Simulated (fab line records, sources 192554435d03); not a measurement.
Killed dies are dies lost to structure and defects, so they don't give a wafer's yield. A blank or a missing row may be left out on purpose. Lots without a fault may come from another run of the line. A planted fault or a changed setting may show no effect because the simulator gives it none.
fab line records | flow n5_finfet
record lots=7 wafers=21
route steps=1938 shown BEOL_M8@1336 BEOL_M9@1405 BEOL_M10@1513 BEOL_M11@1579 BEOL_M14@1753 BEOL_M15@1809 TV_OPEN@1887
start_h: hours from the record's first day to the start of the lot's first wafer shown | wait_h: hours since the lot's step before | " the same as in the row above | L1.1+2: a row that stands for several wafers | - no value, or no start given | * or withheld: withheld | < > ~ a bound
route shown NAME@n: a module of which the file shows steps, and the number in the route of the first | usual: mean/standard deviation of fault-free wafers | same: alike in all rows | chamber/n: place in a boat | sites: the reading at each site | _std_site: their standard deviation | _edge_site: outer sites' mean less inner sites' | radius_mm: how far each site lies from the wafer's centre | mask NAME#n: copy n | behind: the tool/chamber that last shaped the wafer | hold: why the lot was held/for how many hours/how that ended | device: the transistor (n, p or np) that didn't switch | end of line: the same wafers' tests at the end of the route | a step without rows: its recipe alone | killed: dies lost to structure and defects at the first sort, not the wafer's yield | map: a wafer's dies, x killed, . not, _ none there
set.NAME: the setting as run; set.NAME@STEP: as run at that earlier step | model.NAME: the simulator's own value behind a step, which no gauge read
lots whose settings were changed on purpose; a table a step, a row a wafer
## steps
# step N5_BEOL_M8_HM_DEP_02
# recipe material=TiN target_thk_a=200 temp_c=25 chamber_pressure_pa=0.49996
# columns lot.wafer tool chamber start_h wait_h set.target_thk_a model.TiN_of_BEOL_M8_HM_DEP_02.thk_nm
L081.1 pvd_sputter-02 - 251.25 0.9 216.7 21.2
L081.3 " - " " 200 19.8
L081.6 " - " " 200 20.2
L086.2 pvd_sputter-03 - 288.88 0.3 200 20.2
L086.5+6 " - " " 200 20
L087.3 pvd_sputter-01 - 291.24 0.8 200 19.6
L087.4 " - " " 184.6 17.8
L087.5 " - " " 200 19.4
L093.1 pvd_sputter-01 - 329.18 2.3 200 20.2
L093.3 " - " " 173.9 17.8
L093.4 " - " " 200 20.6
L094.2 pvd_sputter-03 - 343.82 0.7 181.7 18.2
L094.3+4 " - " " 200 20.2
L095.1 pvd_sputter-03 - 343.92 0.7 176.5 17.8
L095.3 " - " " 200 20.4
L095.4 " - " " 200 20.2
L097.1+2+4 pvd_sputter-03 - 351.94 0.3 200 20.4
# step N5_BEOL_M8_COAT_59
# recipe resist=SOC temp_c=250 time_s=60 spin_rpm=1500 resist_thk_nm=100
# step N5_BEOL_M8_COAT_60
# recipe resist=SiARC temp_c=220 time_s=60 spin_rpm=1500 resist_thk_nm=35
# step N5_BEOL_M8_STRIP_68
# recipe chemistry=N2/H2 temp_c=40 n2_flow_sccm=200 h2_flow_sccm=200 rf_frequency_hz=6e+07
# step N5_BEOL_M8_STRIP_67
# recipe chemistry=CF4 resist=SiARC power_w=300 bias_power_w=75 pressure_mtorr=50 cf4_flow_sccm=150 rf_frequency_hz=6e+07
# step N5_BEOL_M8_HM_OPEN_17
# recipe chemistry=Cl2/BCl3 target_depth_a=200 overetch_a=60 target=TiN mask_material=SOC ion_energy_ev=150 pressure_mtorr=10 icp_w=1000 bias_w=126 Cl2_flow_sccm=53.25 bcl3_flow_sccm=21.75 Ar_flow_sccm=25
# columns lot.wafer tool chamber start_h wait_h set.target_thk_a@BEOL_M8_HM_DEP_02 model.etch.depth_nm
L081.1 rie_metal-02 0 252.27 0.0 216.7 21.27
L081.3 " 0 " " 200 19.81
L081.6 " 0 " " 200 20.2
L086.2 rie_metal-01 1 290.19 0.0 200 20.11
L086.5 " 1 " " 200 20.02
L086.6 " 0 " " 200 20.06
L087.3 rie_metal-03 0 292.40 0.1 200 19.54
L087.4 " 1 " " 184.6 17.86
L087.5 " 0 " " 200 19.48
L093.1 rie_metal-02 0 329.92 0.0 200 20.23
L093.3 " 0 " " 173.9 17.84
L093.4 " 1 " " 200 20.5
L094.2 rie_metal-03 1 344.71 0.1 181.7 18.21
L094.3 " 1 " " 200 20.28
L094.4 " 1 " " 200 20.12
L095.1 rie_metal-02 1 344.94 0.0 176.5 17.75
L095.3 " 0 " " 200 20.34
L095.4 " 1 " " 200 20.11
L097.1+2 rie_metal-01 1,0 352.80 0.0 200 20.4
L097.4 " 0 " " 200 20.44
# step N5_BEOL_M9_HM_DEP_02
# recipe material=TiN target_thk_a=200 temp_c=25 chamber_pressure_pa=0.49996
# columns lot.wafer tool chamber start_h wait_h set.target_thk_a model.TiN_of_BEOL_M9_HM_DEP_02.thk_nm
L081.1 pvd_sputter-01 - 257.97 0.5 200 20
L081.3 " - " " 200 20.2
L081.6 " - " " 215.5 21.8
L086.2 pvd_sputter-03 - 298.29 0.6 200 20.2
L086.5+6 " - " " 200 20.4
L087.3 pvd_sputter-02 - 300.01 0.0 200 20.2
L087.4 " - " " 200 20.4
L087.5 " - " " 200 19.8
L093.1 pvd_sputter-02 - 339.79 4.0 200 19.8
L093.3+4 " - " " 200 20.2
L094.2 pvd_sputter-02 - 352.27 0.2 211.2 20.8
L094.3+4 " - " " 200 19.8
L095.1 pvd_sputter-01 - 352.28 0.2 200 20.2
L095.3 " - " " 200 19.8
L095.4 " - " " 200 20.4
L097.1 pvd_sputter-01 - 362.80 4.4 200 20.2
L097.2 " - " " 200 20.4
L097.4 " - " " 200 20
# step N5_BEOL_M9_EXPOSE_08
# recipe mask_id=M9 na=1.35 source_shape=dipole sigma_inner=0.411 sigma_outer=0.611 polarization=te dose_mj=53.75
# columns lot.wafer tool chamber start_h wait_h mask set.dose_mj
L081.1 arfi_scanner-03 0 258.34 - M9#0 50.3
L081.3+6 " 0 " " M9#0 53.75
L086.2+5+6 arfi_scanner-01 0 298.66 - M9#0 53.75
L087.3+4+5 arfi_scanner-02 0 300.40 - M9#0 53.75
L093.1+3+4 arfi_scanner-02 0 340.18 - M9#0 53.75
L094.2+3 arfi_scanner-03 0 352.65 - M9#0 53.75
L094.4 " 0 " " M9#0 49.9
L095.1 arfi_scanner-02 0 352.81 - M9#0 53.75
L095.3+4 " 0 " " M9#0 56.06
L097.1+4 arfi_scanner-01 0 363.16 - M9#0 53.75
L097.2 " 0 " " M9#0 55.78
# step N5_BEOL_M9_PEB_09
# recipe peb_temp_c=withheld peb_time_s=60 resist=CAR-ArF
# step N5_BEOL_M9_DEVELOP_10
# recipe develop_time_s=30 developer=TMAH resist=CAR-ArF rinse_liquid=diw dry=air_spin dev_temp_c=23
# step N5_BEOL_M9_CD_MEAS_11
# recipe target_cd_nm=64.1 landing_energy_ev=500 detector=se_inlens polarity=opening
# usual cd_nm=64.5/0.65
# columns lot.wafer tool chamber start_h wait_h set.dose_mj@BEOL_M9_EXPOSE_08 cd_nm
L081.1 cd_sem-01 0 258.47 - 50.3 61.1
L081.3 " 0 " " 53.75 64.5
L081.6 " 0 " " 53.75 64.7
L086.2 cd_sem-01 0 298.78 - 53.75 63.9
L086.5 " 0 " " 53.75 64.2
L086.6 " 0 " " 53.75 63.8
L087.3 cd_sem-03 0 300.52 - 53.75 65.4
L087.4 " 0 " " 53.75 64.7
L087.5 " 0 " " 53.75 64.3
L093.1 cd_sem-02 0 340.30 - 53.75 65.5
L093.3 " 0 " " 53.75 65.1
L093.4 " 0 " " 53.75 65.0
L094.2 cd_sem-01 0 352.77 - 53.75 65.0
L094.3 " 0 " " 53.75 64.2
L094.4 " 0 " " 49.9 60.7
L095.1 cd_sem-01 0 352.93 - 53.75 64.7
L095.3 " 0 " " 56.06 66.6
L095.4 " 0 " " 56.06 66.3
L097.1 cd_sem-03 0 363.29 - 53.75 63.9
L097.2 " 0 " " 55.78 65.6
L097.4 " 0 " " 53.75 64.6
# step N5_BEOL_M9_STRIP_68
# recipe chemistry=N2/H2 temp_c=40 n2_flow_sccm=200 h2_flow_sccm=200 rf_frequency_hz=6e+07
# step N5_BEOL_M9_STRIP_67
# recipe chemistry=CF4 resist=SiARC power_w=300 bias_power_w=75 pressure_mtorr=50 cf4_flow_sccm=150 rf_frequency_hz=6e+07
# step N5_BEOL_M9_HM_OPEN_17
# recipe chemistry=Cl2/BCl3 target_depth_a=200 overetch_a=60 target=TiN mask_material=SOC ion_energy_ev=150 pressure_mtorr=10 icp_w=1000 bias_w=126 Cl2_flow_sccm=53.25 bcl3_flow_sccm=21.75 Ar_flow_sccm=25
# columns lot.wafer tool chamber start_h wait_h set.target_thk_a@BEOL_M9_HM_DEP_02 model.etch.depth_nm
L081.1 rie_metal-01 0 258.83 0.0 200 20
L081.3 " 0 " " 200 20.26
L081.6 " 1 " " 215.5 21.8
L086.2 rie_metal-01 1 299.14 0.0 200 20.1
L086.5 " 1 " " 200 20.34
L086.6 " 0 " " 200 20.32
L087.3 rie_metal-03 0 300.90 0.1 200 20.19
L087.4 " 1 " " 200 20.42
L087.5 " 0 " " 200 19.85
L093.1 rie_metal-03 1 340.66 0.0 200 19.76
L093.3 " 1 " " 200 20.24
L093.4 " 1 " " 200 20.28
L094.2 rie_metal-02 1 353.13 0.0 211.2 20.78
L094.3 " 0 " " 200 19.72
L094.4 " 1 " " 200 19.84
L095.1 rie_metal-01 1 353.44 0.0 200 20.11
L095.3 " 1 " " 200 19.75
L095.4 " 0 " " 200 20.35
L097.1 rie_metal-01 0 364.08 0.0 200 20.24
L097.2 " 1 " " 200 20.4
L097.4 " 1 " " 200 20.07
# step N5_BEOL_M9_STRIP_19
# recipe chemistry=O2 power_w=400 temp_c=40 pressure_mtorr=30 rf_frequency_hz=6e+07 bias_power_w=0 overash_fraction=0.2 o2_flow_sccm=225
# step N5_BEOL_M9_CD_MEAS_18
# recipe pitch_nm=140 target_cd_nm=70
# usual cd_nm=70.4/0.84
# columns lot.wafer tool chamber start_h wait_h set.dose_mj@BEOL_M9_EXPOSE_08 cd_nm
L081.1 cd_sem-03 - 259.01 0.0 50.3 67.2
L081.3 " - " " 53.75 70.2
L081.6 " - " " 53.75 70.7
L086.2 cd_sem-02 - 299.38 0.1 53.75 70.5
L086.5 " - " " 53.75 69.6
L086.6 " - " " 53.75 71.2
L087.3 cd_sem-01 - 301.06 0.1 53.75 71.5
L087.4 " - " " 53.75 70.3
L087.5 " - " " 53.75 69.8
L093.1 cd_sem-02 - 340.93 0.0 53.75 71.8
L093.3 " - " " 53.75 70.6
L093.4 " - " " 53.75 71.1
L094.2 cd_sem-01 - 353.32 0.1 53.75 70.8
L094.3 " - " " 53.75 70.1
L094.4 " - " " 49.9 66.2
L095.1 cd_sem-03 - 353.92 0.0 53.75 71.4
L095.3 " - " " 56.06 71.8
L095.4 " - " " 56.06 72.3
L097.1 cd_sem-02 - 364.26 0.0 53.75 69.5
L097.2 " - " " 55.78 72.3
L097.4 " - " " 53.75 69.8
# step N5_BEOL_M9_COAT_63
# recipe resist=SOC temp_c=250 time_s=60 spin_rpm=1500 resist_thk_nm=60
# step N5_BEOL_M9_COAT_64
# recipe resist=SiARC temp_c=220 time_s=60 spin_rpm=1500 resist_thk_nm=12
# step N5_BEOL_M9_PRECLEAN_42
# recipe chemistry=residue_remover time_s=60 temp_c=40
# step N5_BEOL_M9_SRD_43
# recipe time_s=30 temp_c=23 rinse_liquid=diw dry=ipa_marangoni
# step N5_BEOL_M9_CD_MEAS_35
# recipe target_cd_nm=70 target_cd_y_nm=40 polarity=opening
# usual cd_nm=70.4/0.81
# columns lot.wafer tool chamber start_h wait_h set.dose_mj@BEOL_M9_EXPOSE_08 cd_nm
L081.1 cd_sem-02 - 263.69 0.0 50.3 67.6
L081.3 " - " " 53.75 69.9
L081.6 " - " " 53.75 70.7
L086.2 cd_sem-03 - 300.68 0.0 53.75 70.5
L086.5 " - " " 53.75 69.7
L086.6 " - " " 53.75 70.6
L087.3 cd_sem-02 - 302.67 0.0 53.75 71.6
L087.4 " - " " 53.75 70.5
L087.5 " - " " 53.75 69.7
L093.1 cd_sem-03 - 343.79 0.0 53.75 71.4
L093.3 " - " " 53.75 70.6
L093.4 " - " " 53.75 70.9
L094.2 cd_sem-03 - 354.94 0.0 53.75 70.4
L094.3 " - " " 53.75 70.4
L094.4 " - " " 49.9 66.0
L095.1 cd_sem-02 - 355.36 0.0 53.75 70.8
L095.3 " - " " 56.06 72.1
L095.4 " - " " 56.06 72.9
L097.1 cd_sem-03 - 366.75 0.0 53.75 68.7
L097.2 " - " " 55.78 72.4
L097.4 " - " " 53.75 69.6
# step N5_BEOL_M10_ETCH_41
# recipe chemistry=CH3F/O2 target=SiCN target_depth_a=426 taper_deg=2 time_s=86 ion_energy_ev=120 mask_material=TiN pressure_mtorr=30 source_w=395 bias_w=75 Ar_flow_sccm=150 CH3F_flow_sccm=30 O2_flow_sccm=20
# usual rf_vpp_V=297.9/1.8
# columns lot.wafer tool chamber start_h wait_h set.source_w rf_vpp_V
L081.1 rie_diel-03 1 - - 395 298.9
L081.3 " 3 " " 338.5 315.2
L081.6 " 2 " " 338.5 316.5
L086.2 rie_diel-05 3 - - 395 296.3
L086.5 " 2 " " 395 296.3
L086.6 " 1 " " 395 295.9
L087.3 rie_diel-05 3 - - 365 303.3
L087.4 " 1 " " 365 303.2
L087.5 " 3 " " 395 296.7
L093.1 rie_diel-03 2 - - 395 299.6
L093.3 " 1 " " 395 300.0
L093.4 " 0 " " 395 295.4
L094.2 rie_diel-05 3 - - 395 295.8
L094.3 " 2 " " 395 296.2
L094.4 " 1 " " 395 294.9
L095.1 rie_diel-05 0 - - 395 297.9
L095.3 " 2 " " 331.3 314.0
L095.4 " 3 " " 395 297.5
L097.1 rie_diel-01 2 - - 440.8 288.1
L097.2 " 3 " " 395 296.5
L097.4 " 0 " " 440.8 286.8
# step N5_BEOL_M11_ETCH_41
# recipe chemistry=CH3F/O2 target=SiCN target_depth_a=426 taper_deg=2 time_s=86 ion_energy_ev=120 mask_material=TiN pressure_mtorr=30 source_w=395 bias_w=75 Ar_flow_sccm=150 CH3F_flow_sccm=30 O2_flow_sccm=20
# columns lot.wafer tool chamber start_h wait_h set.time_s model.etch.depth_nm
L081.1 rie_diel-02 0 - - 86 33.47
L081.3 " 2 " " 86 32.47
L081.6 " 0 " " 86 33.79
L087.3 rie_diel-06 1 - - 86 33.81
L087.4 " 0 " " 86 33.45
L087.5 " 3 " " 86 32.73
L086.2 rie_diel-02 0 - - 86 34.14
L086.5 " 1 " " 86 32.81
L086.6 " 2 " " 86 33.31
L093.1 rie_diel-02 1 - - 80.4 31.12
L093.3 " 3 " " 86 32.11
L093.4 " 2 " " 86 32.81
L094.2 rie_diel-06 1 - - 86 33.77
L094.3 " 2 " " 86 33.3
L094.4 " 3 " " 86 32.19
L095.1 rie_diel-06 3 - - 102.8 38.92
L095.3 " 0 " " 102.8 40.13
L095.4 " 2 " " 102.8 39.55
L097.1 rie_diel-06 2 - - 86 32.9
L097.2 " 0 " " 102.9 39.97
L097.4 " 3 " " 102.9 38.75
# step N5_BEOL_M14_TRENCH_ETCH_34
# recipe chemistry=C4F8/O2/Ar target=SiO2 target_depth_a=5566.5 mask_material=SOC he_inner_torr=15 he_outer_torr=30 time_s=126.9 ion_energy_ev=800 pressure_mtorr=20 source_w=1905 bias_w=2040 Ar_flow_sccm=400 C4F8_flow_sccm=16 O2_flow_sccm=12
# usual rf_vpp_V=2223/55
# columns lot.wafer tool chamber start_h wait_h set.bias_w rf_vpp_V
L081.1 rie_diel-01 2 294.59 0.0 2040 2200
L081.3 " 3 " " 2040 2245
L081.6 " 2 " " 2040 2199
L086.2 rie_diel-03 1 346.87 0.0 2040 2262
L086.5 " 0 " " 2040 2197
L086.6 " 3 " " 2040 2303
L087.3 rie_diel-01 1 347.23 0.0 1886 2023
L087.4 " 0 " " 2040 2192
L087.5 " 0 " " 1886 2074
L093.1 rie_diel-03 1 373.72 0.0 1681 1973
L093.3 " 2 " " 2040 2278
L093.4 " 1 " " 1681 1973
L094.2 rie_diel-05 0 388.22 0.0 1833 2020
L094.3 " 2 " " 1833 1988
L094.4 " 3 " " 2040 2274
L095.1 rie_diel-05 2 392.12 0.0 1680 1869
L095.3 " 1 " " 2040 2320
L095.4 " 0 " " 1680 1898
L097.1 rie_diel-03 2 399.64 0.0 1723 2022
L097.2 " 3 " " 1723 2044
L097.4 " 3 " " 1723 2042
# step N5_BEOL_M15_TRENCH_ETCH_34
# recipe chemistry=C4F8/O2/Ar target=SiO2 target_depth_a=8729.3 he_inner_torr=15 he_outer_torr=30 time_s=199 ion_energy_ev=800 pressure_mtorr=20 source_w=1905 bias_w=2040 Ar_flow_sccm=400 C4F8_flow_sccm=16 O2_flow_sccm=12
# usual rf_vpp_V=2254/52
# columns lot.wafer tool chamber start_h wait_h set.bias_w rf_vpp_V
L081.1 rie_diel-04 3 303.37 0.0 2186 2301
L081.3 " 1 " " 2040 2322
L081.6 " 1 " " 2040 2322
L086.2 rie_diel-06 2 353.24 0.0 2040 2244
L086.5 " 1 " " 2040 2242
L086.6 " 0 " " 2040 2196
L087.3 rie_diel-04 0 355.48 0.0 2221 2414
L087.4 " 2 " " 2040 2186
L087.5 " 3 " " 2040 2194
L093.1 rie_diel-06 0 378.31 0.0 2040 2195
L093.3 " 2 " " 2040 2244
L093.4 " 1 " " 2040 2243
L094.2 rie_diel-06 1 395.92 0.0 1810 2062
L094.3 " 3 " " 2040 2331
L094.4 " 0 " " 1810 2019
L095.1 rie_diel-02 3 397.83 0.0 2040 2224
L095.3 " 0 " " 2040 2262
L095.4 " 2 " " 2040 2198
L097.1 rie_diel-06 1 404.93 0.0 2383 2492
L097.2 " 0 " " 2383 2444
L097.4 " 2 " " 2040 2243
# step N5_PASSIVATION_PASS_ETCH_74
# recipe chemistry=CF4/O2 target=SiNx target_depth_a=2200 time_s=110 ion_energy_ev=100 pressure_mtorr=40 source_w=535 bias_w=49 Ar_flow_sccm=100 cf4_flow_sccm=100 O2_flow_sccm=10
# columns lot.wafer tool chamber start_h wait_h set.source_w model.etch.depth_nm
L081.1 rie_diel-02 2 313.15 0.0 563.1 235.6
L081.3 " 3 " " 563.1 230.1
L081.6 " 2 " " 535 228.8
L086.2 rie_diel-02 1 368.44 0.0 535 224.8
L086.5 " 2 " " 535 225.3
L086.6 " 1 " " 535 222.8
L087.3 rie_diel-06 0 372.56 0.0 482.7 206
L087.4 " 3 " " 535 215.6
L087.5 " 1 " " 535 227.4
L093.1 rie_diel-02 1 395.75 0.0 535 223.4
L093.3 " 3 " " 535 216.6
L093.4 " 2 " " 535 225.3
L094.2 rie_diel-04 2 404.81 0.0 535 210.9
L094.3 " 3 " " 486.3 201.4
L094.4 " 0 " " 486.3 190.1
L095.1 rie_diel-02 0 409.01 0.0 535 223.9
L095.3 " 2 " " 535 226.9
L095.4 " 1 " " 535 223
L097.1 rie_diel-02 3 412.37 0.0 535 219.1
L097.2 " 0 " " 620.5 255.2
L097.4 " 1 " " 535 223.1
# step N5_PASSIVATION_VIA_ETCH_13
# recipe chemistry=CHF3/O2 target=SiO2 target_depth_a=6600 CHF3_flow_sccm=50 O2_flow_sccm=5 Ar_flow_sccm=200 time_s=330 mask_material=PR pressure_mtorr=30 source_w=650 bias_w=170 ion_energy_ev=200 ends=cleared
# usual rf_vpp_V=532/15
# columns lot.wafer tool chamber start_h wait_h set.bias_w rf_vpp_V
L081.1 rie_diel-02 2 313.24 0.0 170 517
L081.3 " 3 " " 170 525
L081.6 " 2 " " 140.7 445
L086.2 rie_diel-02 1 368.53 0.0 170 560
L086.5 " 2 " " 170 518
L086.6 " 1 " " 170 559
L087.3 rie_diel-06 0 372.66 0.0 170 516
L087.4 " 3 " " 170 555
L087.5 " 1 " " 170 528
L093.1 rie_diel-02 1 395.84 0.0 156.5 525
L093.3 " 3 " " 170 524
L093.4 " 2 " " 170 519
L094.2 rie_diel-04 2 404.91 0.0 170 514
L094.3 " 3 " " 170 519
L094.4 " 0 " " 170 541
L095.1 rie_diel-02 0 409.11 0.0 140.8 460
L095.3 " 2 " " 140.8 444
L095.4 " 1 " " 170 560
L097.1 rie_diel-02 3 412.46 0.0 155 487
L097.2 " 0 " " 170 534
L097.4 " 1 " " 170 560
## key
split step=N5_BEOL_M8_HM_DEP_02 setting=target_thk_a stated=200 by=wafer
response step=N5_BEOL_M8_HM_DEP_02 reading=model.TiN_of_BEOL_M8_HM_DEP_02.thk_nm change=+0.201 per=1% r=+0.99
response step=N5_BEOL_M8_HM_OPEN_17 reading=model.etch.depth_nm change=+0.198 per=1% r=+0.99
split step=N5_BEOL_M9_HM_DEP_02 setting=target_thk_a stated=200 by=wafer
response step=N5_BEOL_M9_HM_DEP_02 reading=model.TiN_of_BEOL_M9_HM_DEP_02.thk_nm change=+0.205 per=1% r=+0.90
response step=N5_BEOL_M9_HM_OPEN_17 reading=model.etch.depth_nm change=+0.203 per=1% r=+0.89
split step=N5_BEOL_M9_EXPOSE_08 setting=dose_mj stated=53.75 by=wafer
response step=N5_BEOL_M9_CD_MEAS_11 reading=cd_nm change=+0.508 per=1% r=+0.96
response step=N5_BEOL_M9_CD_MEAS_18 reading=cd_nm change=+0.51 per=1% r=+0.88
response step=N5_BEOL_M9_CD_MEAS_35 reading=cd_nm change=+0.544 per=1% r=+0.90
split step=N5_BEOL_M10_ETCH_41 setting=source_w stated=395 by=wafer
response step=N5_BEOL_M10_ETCH_41 reading=rf_vpp_V change=-1 per=1% r=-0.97
split step=N5_BEOL_M11_ETCH_41 setting=time_s stated=86 by=wafer
response step=N5_BEOL_M11_ETCH_41 reading=model.etch.depth_nm change=+0.317 per=1% r=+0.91
split step=N5_BEOL_M14_TRENCH_ETCH_34 setting=bias_w stated=2040 by=wafer
response step=N5_BEOL_M14_TRENCH_ETCH_34 reading=rf_vpp_V change=+21.6 per=1% r=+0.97
split step=N5_BEOL_M15_TRENCH_ETCH_34 setting=bias_w stated=2040 by=wafer
response step=N5_BEOL_M15_TRENCH_ETCH_34 reading=rf_vpp_V change=+16.5 per=1% r=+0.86
split step=N5_PASSIVATION_PASS_ETCH_74 setting=source_w stated=535 by=wafer
response step=N5_PASSIVATION_PASS_ETCH_74 reading=model.etch.depth_nm change=+1.85 per=1% r=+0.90
split step=N5_PASSIVATION_VIA_ETCH_13 setting=bias_w stated=170 by=wafer
response step=N5_PASSIVATION_VIA_ETCH_13 reading=rf_vpp_V change=+5 per=1% r=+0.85
